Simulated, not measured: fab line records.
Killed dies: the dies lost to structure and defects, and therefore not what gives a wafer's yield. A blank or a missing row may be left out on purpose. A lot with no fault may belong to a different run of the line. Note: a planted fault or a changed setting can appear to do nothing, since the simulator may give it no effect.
A struck lot beside a sound one :: flow n5 finfet :: 19 out of 1938 route steps
Sound: wafers L529.2, L529.5, L529.6. Struck: wafer L536.1 (left out: L536.4, a lot-mate that was not struck); the cause follows at the end.
Each step with rows lists, per side, the tool, then ch with its chambers, then its first start. Under that, the readings that differ: sound wafers :: struck wafers :: difference of the means :: sigmas: that difference in standard deviations of wafers without a fault.
alike: words and numbers the same on both sides, and readings whose means are apart by under 2 such deviations; not compared: readings that were withheld, readings missing a value for some wafer, numbers with overlapping values and no deviation given by the record, and bounds like >300 which may hide the same value.
Wherever a step has rows on one side only, a row that says differs or no value, or a row with sigmas, the two part there. Non-overlapping numbers with no deviation appear without sigmas and do not part them. A reading that every wafer of one side lacks parts them only if that side has two wafers or more.

N5_BEOL_M0_SAQP_ETCH_88: etches underlayer in N2/H2, target depth 6.5 nm, time 5.2 s.
  sound on rie diel-04 ch 0,2,3, day 7 23:05; struck on rie diel-03 ch 3, day 9 20:56
  alike: drypump motor current A, etch rf on time s, oes product au, rf vpp V, showerhead plenum p Torr, throttle valve pct
  not compared: rf hours counter h
N5_BEOL_M0_SAQP_ETCH_73: etches SiARC in CF4, target depth 19.5 nm, time 32.5 s.
  sound on rie diel-04 ch 0,2,3, day 7 23:07; struck on rie diel-03 ch 3, day 9 20:57
  alike: drypump motor current A, etch rf on time s, oes product au, rf vpp V, showerhead plenum p Torr, throttle valve pct
  not compared: rf hours counter h
then, 3 steps without rows for these wafers: N5_BEOL_M0_SAQP_CUT_ETCH_46 (etches SOC in N2/H2, target depth 135 nm, overetch 27 nm, time 202.5 s); N5_BEOL_M0_SAQP_STRIP_74 (strips in N2/H2); N5_BEOL_M0_SAQP_STRIP_89 (strips in N2/H2).
N5_BEOL_M0_SAQP_ALD_48: deposits SiO2, target thk 20 nm, pulse time 1 s, co reactant pulse time 1 s.
  sound on ald sin-01 ch 1,2, day 7 23:20; struck on ald sin-01 ch 1, day 9 21:11
  alike: heater power w, precursor pulse height rel
N5_BEOL_M0_SAQP_ETCH_49: etches SiO2 in CF4/O2, target depth 37 nm.
  sound on rie diel-01 ch 0,1,2, day 7 23:52; struck on rie diel-01 ch 0, day 9 21:46
reading: oes product au (a.u.)
sound: 0.68 0.90 0.73
struck: 0.99
difference: +0.22
sigmas: +3
  alike: drypump motor current A, rf vpp V, showerhead plenum p Torr, throttle valve pct
  not compared: rf hours counter h
N5_BEOL_M0_SAQP_STRIP_75: strips in CF4.
  sound on rie diel-01 ch 0,1,2, day 7 23:58; struck on rie diel-01 ch 0, day 9 21:52
reading: oes product au (a.u.)
sound: 0.162 0.209 0.175
struck: 0.228
difference: +0.046
sigmas: +3
  alike: drypump motor current A, power w, rf vpp V, showerhead plenum p Torr, throttle valve pct
  not compared: rf hours counter h
then, 4 steps without rows for these wafers: N5_BEOL_M0_CUTY_COAT_50 (time 60 s, resist thk 15 nm); N5_BEOL_M0_CUTY_COAT_51 (resist thk 150 nm); N5_BEOL_M0_CUTY_EBR_52; N5_BEOL_M0_CUTY_SOFTBAKE_53 (time 60 s).
N5_BEOL_M0_CUTY_EXPOSE_54: exposes mask M0 ABLK.
  sound on arfi scanner-02 ch 0, day 8 00:07; struck on arfi scanner-01 ch 0, day 9 22:01
  alike: mask, stage vel mm s
then, 2 steps without rows for these wafers: N5_BEOL_M0_CUTY_PEB_55 (peb time 60 s); N5_BEOL_M0_CUTY_DEVELOP_56 (develop time 30 s).
N5_BEOL_M0_CUTY_CD_MEAS_57 targets a cd of 200 nm.
  sound on cd sem-02 ch 0, day 8 00:14; struck on cd sem-03 ch 0, day 9 22:08
reading: cd nm (nm)
sound: 198.1 199.5 198.2
struck: 178.4
difference: -20.2
sigmas: -21
N5_BEOL_M0_CUTY_OVL_MEAS_58:
  sound on overlay-01 ch 0, day 8 00:16; struck on overlay-02 ch 0, day 9 22:10
  alike: M0_ABLK_OVL
N5_BEOL_M4_RC_MEAS_101:
  sound on prober-01 ch 0, day 10 06:46; struck on prober-02 ch 0, day 11 17:36
  alike: DIBL_N, DIBL_P, IOFF_N, IOFF_P, ION_N, ION_P, SS_N, SS_P, VT_N, VT_P
-- record jumps: 4 days separate the struck wafers' starts on either side; left off in module BEOL_M4, taken up again in module PASSIVATION, whose first shown step is the route's number 1936 --
N5_PASSIVATION_PROBE_49:
  the record has rows for the struck wafers here (prober-01, day 15 18:01) and none for the sound ones

== WHERE THEY PART ==
Earliest at N5_BEOL_M0_SAQP_ETCH_49; latest, in this record, at N5_PASSIVATION_PROBE_49.

WHY: the cause the simulator had injected
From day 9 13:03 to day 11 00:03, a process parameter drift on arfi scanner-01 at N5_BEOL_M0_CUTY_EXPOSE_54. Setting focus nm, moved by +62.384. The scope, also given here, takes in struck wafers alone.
